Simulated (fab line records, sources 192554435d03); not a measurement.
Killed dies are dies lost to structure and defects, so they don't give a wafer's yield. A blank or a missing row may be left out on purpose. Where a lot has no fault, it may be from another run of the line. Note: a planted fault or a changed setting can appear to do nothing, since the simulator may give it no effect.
Which tool was responsible? ; flow n5_finfet ; 11 lots, 31 wafers sampled, at 5 steps of a route of 1938

## WHAT THE GAUGES SHOWED, per wafer
The record lacks any reading of a measuring or inspecting step that a usual standard deviation could be used to judge.

## EACH LOT AND THE TOOL THAT RAN IT (in order: tool; ch and the chambers of the sampled wafers; start)
lot;N5_BEOL_M11_ETCH_66;N5_BEOL_M11_CURE_72;N5_BEOL_M11_SURFACE_TREAT_76;N5_BEOL_M11_ANNEAL_51;N5_PASSIVATION_PROBE_49
L892;rie_diel-01 ch 0,1,3, day 10 08:33;uv_cure-03 ch 1, day 10 09:10;pvd_sputter-03, day 10 10:05;rtp_anneal-02 ch 0, day 10 10:36;prober-02, day 12 03:37
L895;rie_diel-01 ch 0,2,3, day 11 00:51;uv_cure-01 ch 2, day 11 01:30;pvd_sputter-02, day 11 02:29;rtp_anneal-01 ch 0, day 11 03:26;-
L896;rie_diel-05 ch 0,1,3, day 11 04:32;uv_cure-03 ch 0, day 11 05:09;pvd_sputter-01, day 11 06:32;rtp_anneal-02 ch 0, day 11 07:05;-
L897;rie_diel-03 ch 2,3, day 11 19:55;uv_cure-03 ch 2, day 11 20:31;pvd_sputter-01, day 11 21:17;rtp_anneal-01 ch 0, day 11 22:59;-
L900;rie_diel-01 ch 0,3, day 12 10:30;uv_cure-01 ch 0, day 12 11:13;pvd_sputter-02, day 12 11:56;rtp_anneal-01 ch 0, day 12 12:30;prober-01, day 14 00:58
L904;rie_diel-05 ch 0,1, day 14 01:35;uv_cure-01 ch 1, day 14 02:31;pvd_sputter-02, day 14 03:29;rtp_anneal-02 ch 0, day 14 05:03;-
L907;rie_diel-03 ch 0,2, day 14 15:18;uv_cure-01 ch 0, day 14 16:17;pvd_sputter-02, day 14 19:07;rtp_anneal-02 ch 0, day 14 20:07;prober-02, day 16 16:37
L910;rie_diel-03 ch 0,2,3, day 14 20:25;uv_cure-03 ch 0, day 14 21:29;pvd_sputter-01, day 14 22:29;rtp_anneal-02 ch 0, day 14 22:54;-
L915;rie_diel-01 ch 0,3, day 16 00:42;uv_cure-02 ch 2, day 16 01:25;pvd_sputter-03, day 16 02:17;rtp_anneal-01 ch 0, day 16 02:52;-
L913;rie_diel-05 ch 0,2,3, day 16 00:52;uv_cure-03 ch 1, day 16 01:32;pvd_sputter-03, day 16 02:19;rtp_anneal-02 ch 0, day 16 03:05;-
L912;rie_diel-05 ch 0,1,2, day 16 01:35;uv_cure-02 ch 2, day 16 02:11;pvd_sputter-02, day 16 04:34;rtp_anneal-01 ch 0, day 16 05:06;-
- N5_BEOL_M11_ETCH_66: etches SOC in N2/H2, target depth 120 nm, overetch 24 nm, time 180 s.
- N5_BEOL_M11_CURE_72: cures SiCOH lowk, time 120 s.
- N5_BEOL_M11_SURFACE_TREAT_76
- N5_BEOL_M11_ANNEAL_51: time 90 s.
- N5_PASSIVATION_PROBE_49

## AS READ BY THE TOOLS THEMSELVES (means over the sampled wafers that have a number; for cases with no such wafer, the mark the record gives instead)
N5_BEOL_M11_ETCH_66.
lot;tool;drypump_motor_current_A (A);oes_product_au (a.u.);rf_vpp_V (V);showerhead_plenum_p_Torr (Torr);throttle_valve_pct (%)
L892;rie_diel-01;6.0;0.58;521.4;2.45;17.84
L895;rie_diel-01;6.0;0.62;522.6;2.47;17.75
L896;rie_diel-05;5.8;0.67;523.3;2.55;17.82
L897;rie_diel-03;6.0;0.66;522.8;2.50;17.78
L900;rie_diel-01;6.2;0.60;521.7;2.46;17.83
L904;rie_diel-05;5.9;0.62;522.9;2.50;17.80
L907;rie_diel-03;5.8;0.64;522.9;2.48;17.80
L910;rie_diel-03;6.1;0.65;522.7;2.48;17.76
L915;rie_diel-01;6.1;0.58;523.1;2.48;17.91
L913;rie_diel-05;5.9;0.65;523.9;2.54;17.90
L912;rie_diel-05;5.9;0.62;522.8;2.52;17.73

N5_BEOL_M11_CURE_72.
lot;tool;lamp_power_pct (%);run_length_s (s);wafer_temp_C_max
L892;uv_cure-03;52.38;178.0;371.6
L895;uv_cure-01;52.36;177.5;371.2
L896;uv_cure-03;52.31;178.7;371.9
L897;uv_cure-03;52.33;178.1;371.0
L900;uv_cure-01;52.32;177.8;371.5
L904;uv_cure-01;52.43;184.2;372.6
L907;uv_cure-01;52.34;194.0;371.1
L910;uv_cure-03;52.31;178.7;371.9
L915;uv_cure-02;52.35;177.7;370.8
L913;uv_cure-03;52.32;177.9;372.2
L912;uv_cure-02;52.34;177.6;371.1

N5_BEOL_M11_ANNEAL_51.
lot;tool;wafer_temp_C_max
L892;rtp_anneal-02;226.5
L895;rtp_anneal-01;225.9
L896;rtp_anneal-02;226.2
L897;rtp_anneal-01;226.3
L900;rtp_anneal-01;226.4
L904;rtp_anneal-02;226.4
L907;rtp_anneal-02;226.6
L910;rtp_anneal-02;226.3
L915;rtp_anneal-01;226.3
L913;rtp_anneal-02;226.5
L912;rtp_anneal-01;226.7

N5_PASSIVATION_PROBE_49.
lot;tool;defect_limited_yield (%);killed_at_M0_to_M3;killed_at_M4_up;killed_at_contacts;killed_at_front_end;killed_at_other;killed_dies;killed_open;killed_short;sort_bin_4_leakage (%);sort_bin_5_function (%);sort_bin_6_memory (%);sort_bin_8_speed (%);sort_n_pass;sort_yield_pct (%)
L892;prober-02;90.6;43;14;17;33;3.3;111;79;28;0.00;5.4;3.6;0.03;1069;90.6
L900;prober-01;91.5;28;20;20;29;3.3;100;70;30;0.00;5.2;3.0;0.00;1080;91.5
L907;prober-02;90.2;28;21;20;40;6.0;116;84;32;0.00;6.0;3.8;0.00;1064;90.2

## THE ANSWER, worked out from the rows above alone
Rule: the lots themselves supply what counts as usual. The widest of any qualifying gaps counts: lots, ordered by their means at a reading, are off when they make up no more than a third of the lots, leave a main group of 4 or more, and stand apart from it by 3 or more times the standard deviation of that group's means. Not used: any main group whose means are identical at the precision the tables above print for the reading. A lot without any number at a reading at which 4 lots or more have one is off too. Any other lot the step has rows for is counted as sound. The gauges are gone through in route order, then the tools' own readings, and for those a lot's mean is taken as printed above. The first step at which some lot is off is used, and at that step the reading that is off furthest; a lot without a number counts as furthest.
Off: L904, L907 (N5_BEOL_M11_CURE_72, run_length_s). The main group: mean 178.0 s, standard deviation 0.41.
If a tool, at that step or one of the process steps before it, ran each lot that is off and ran no sound lot following the first of them, it fits. One fits: uv_cure-01 at N5_BEOL_M11_CURE_72. A fault onset in the window from L900 (day 12 11:13, its last sound lot) to L904 (day 14 02:31, its first lot off) fits.
On the lots that are off, the tool's own readings at N5_BEOL_M11_CURE_72 differ by more than 5 times the standard deviation of the sound lots' means, which bears it out; run_length_s reads 189.1 s there versus 178.0 s on the sound lots.

## WHAT THE SIMULATOR HAD INSERTED
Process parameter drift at N5_BEOL_M11_CURE_72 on uv_cure-01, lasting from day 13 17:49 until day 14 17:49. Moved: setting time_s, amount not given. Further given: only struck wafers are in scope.
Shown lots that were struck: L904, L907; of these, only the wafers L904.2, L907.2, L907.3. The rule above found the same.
